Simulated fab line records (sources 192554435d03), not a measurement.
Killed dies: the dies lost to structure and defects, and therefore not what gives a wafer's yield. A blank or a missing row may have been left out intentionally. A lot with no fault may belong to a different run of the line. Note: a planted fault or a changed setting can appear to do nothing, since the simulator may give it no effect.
fab line records -- flow n5_finfet
record lots=7, wafers=39
route steps=1938 shown PAD_METAL@1896
start_h: hours from the record's opening day to when the first of the lot's shown wafers began -- wait_h: how many hours have passed since the lot's step before this one -- " same as the row above -- L1.1+2: several wafers, shown together as one row -- - no value, or no start was given -- * or withheld: withheld -- < > ~ a bound
route shown NAME@n: names a module that has steps shown in the file, with the first one's number in the route -- usual: mean and standard deviation over wafers with no fault -- same: alike in all rows -- chamber/n: place in a boat -- sites: each site's reading -- _std_site: standard deviation of those values -- _edge_site: outer sites' mean less inner sites' -- radius_mm: how far each site lies from the wafer's centre -- mask NAME#n: copy n -- behind: the last tool/chamber to shape the wafer -- hold: what put the lot on hold/how long, in hours/how the hold closed -- device: the transistor (n, p or np) that didn't switch -- end of line: tests of these same wafers at the route's end -- for a step that has no rows: nothing shown but its recipe -- killed: dies lost to structure and defects at the first sort, not the wafer's yield -- map: a wafer's dies, x killed, . not, _ none there
set.NAME: setting as actually run; set.NAME@STEP: the setting as run at that earlier step -- model.NAME: the simulator's own value behind a step, which no gauge read
lots with deliberately changed settings; one table per step, one row per wafer
## steps
# step N5_PASSIVATION_AL_DEP_21
# recipe material=Al, target_thk_a=28000, temp_c=400, time_s=170, power_w=30000, chamber_pressure_pa=0.4, gas=Ar
lot.wafer,tool,chamber,start_h,wait_h,set.time_s,model.Al_of_PASSIVATION_AL_DEP_21.thk_nm
L074.1,pvd_sputter-03,-,284.57,0.1,170,2832
L074.2,pvd_sputter-03,-,284.57,0.1,198.1,3282
L074.3,pvd_sputter-03,-,284.57,0.1,198.1,3279
L074.4,pvd_sputter-03,-,284.57,0.1,198.1,3296
L074.5,pvd_sputter-03,-,284.57,0.1,170,2846
L074.6,pvd_sputter-03,-,284.57,0.1,170,2830
L078.1,pvd_sputter-03,-,312.22,0.1,170,2774
L078.2,pvd_sputter-03,-,312.22,0.1,170,2744
L078.3,pvd_sputter-03,-,312.22,0.1,170,2785
L079.1,pvd_sputter-01,-,312.57,0.1,271.1,4491
L079.2,pvd_sputter-01,-,312.57,0.1,271.1,4449
L079.3,pvd_sputter-01,-,312.57,0.1,271.1,4457
L079.4,pvd_sputter-01,-,312.57,0.1,170,2770
L079.5,pvd_sputter-01,-,312.57,0.1,170,2821
L079.6,pvd_sputter-01,-,312.57,0.1,170,2818
L080.1,pvd_sputter-03,-,312.98,0.1,170,2784
L080.2,pvd_sputter-03,-,312.98,0.1,84.16,1378
L080.3,pvd_sputter-03,-,312.98,0.1,170,2760
L080.4,pvd_sputter-03,-,312.98,0.1,84.16,1363
L080.5,pvd_sputter-03,-,312.98,0.1,170,2778
L080.6,pvd_sputter-03,-,312.98,0.1,84.16,1350
L088.1,pvd_sputter-02,-,371.00,0.1,170,2816
L088.2,pvd_sputter-02,-,371.00,0.1,244.5,4021
L088.3,pvd_sputter-02,-,371.00,0.1,244.5,4050
L088.4,pvd_sputter-02,-,371.00,0.1,244.5,4031
L088.5,pvd_sputter-02,-,371.00,0.1,170,2800
L088.6,pvd_sputter-02,-,371.00,0.1,170,2784
L090.1,pvd_sputter-01,-,396.70,0.1,170,2746
L090.2,pvd_sputter-01,-,396.70,0.1,141.7,2259
L090.3,pvd_sputter-01,-,396.70,0.1,170,2732
L090.4,pvd_sputter-01,-,396.70,0.1,141.7,2298
L090.5,pvd_sputter-01,-,396.70,0.1,170,2742
L090.6,pvd_sputter-01,-,396.70,0.1,141.7,2273
L096.1,pvd_sputter-03,-,426.88,0.1,243.5,3994
L096.2,pvd_sputter-03,-,426.88,0.1,243.5,3997
L096.3,pvd_sputter-03,-,426.88,0.1,243.5,4012
L096.4,pvd_sputter-03,-,426.88,0.1,170,2784
L096.5,pvd_sputter-03,-,426.88,0.1,170,2827
L096.6,pvd_sputter-03,-,426.88,0.1,170,2789
## key
split step=N5_PASSIVATION_AL_DEP_21, setting=time_s, stated=170, by=wafer
response step=N5_PASSIVATION_AL_DEP_21, reading=model.Al_of_PASSIVATION_AL_DEP_21.thk_nm, change=+27.9, per=1%, r=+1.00
